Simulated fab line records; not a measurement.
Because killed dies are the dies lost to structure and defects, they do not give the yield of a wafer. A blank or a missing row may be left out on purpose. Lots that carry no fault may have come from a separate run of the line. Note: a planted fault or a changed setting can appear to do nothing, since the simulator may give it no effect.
Matching of chambers | flow n5-finfet | N5_GATE_CUT_CMP_23 on cmp-02 has 4 sister chambers
The step polishes, stops on SiO2, t overpolish 23.4 s, target thk 16 nm. 4 wafers are shown with their chamber, then 11 later ones without.

WAFERS, EACH WITH ITS CHAMBER
wafer  | chamber | motor-current-A (A)
L088.6 | 2       | 9.7
L091.2 | 0       | 9.7
L091.6 | 1       | 9.7
L093.2 | 3       | 8.6

WAFERS MISSING THEIR CHAMBER
wafer  | motor-current-A (A)
L093.4 | 9.9
L093.5 | 10.2
L095.2 | 8.2
L095.5 | 9.8
L095.6 | 10.2
L096.2 | 8.5
L096.4 | 10.0
L096.5 | 9.3
L097.3 | 10.1
L097.4 | 9.7
L097.5 | 8.8

THE CHAMBER EACH PASSED THROUGH
wafer  | from the rows above               | in truth
L093.4 | can't be placed: 0 or 1 or 2      | 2
L093.5 | can't be placed: 0 or 1 or 2      | 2
L095.2 | 3                                 | 3
L095.5 | can't be placed: 0 or 1 or 2      | 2
L095.6 | can't be placed: 0 or 1 or 2      | 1
L096.2 | 3                                 | 3
L096.4 | can't be placed: 0 or 1 or 2      | 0
L096.5 | can't be placed: 0 or 1 or 2 or 3 | 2
L097.3 | can't be placed: 0 or 1 or 2      | 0
L097.4 | can't be placed: 0 or 1 or 2      | 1
L097.5 | 3                                 | 3
Correct placement for 3 of the 11. Cannot be placed on the basis of these rows: 8; the candidates contain the true chamber in 8. Number placed wrongly: 0.
How it was worked out, from the rows above alone: a wafer's distance from a chamber is the root of the sum, over the readings, of the square of ((its reading less the chamber's mean) divided by the reading's scatter). If the next closest chamber is less than 2 further off than the closest, the wafer can't be placed; otherwise it belongs to the closest. Each chamber's mean is taken over the wafers shown for it. The scatter: with one shown wafer a chamber, the root of the mean of the squares of how far each hidden wafer lies from its nearest shown one.
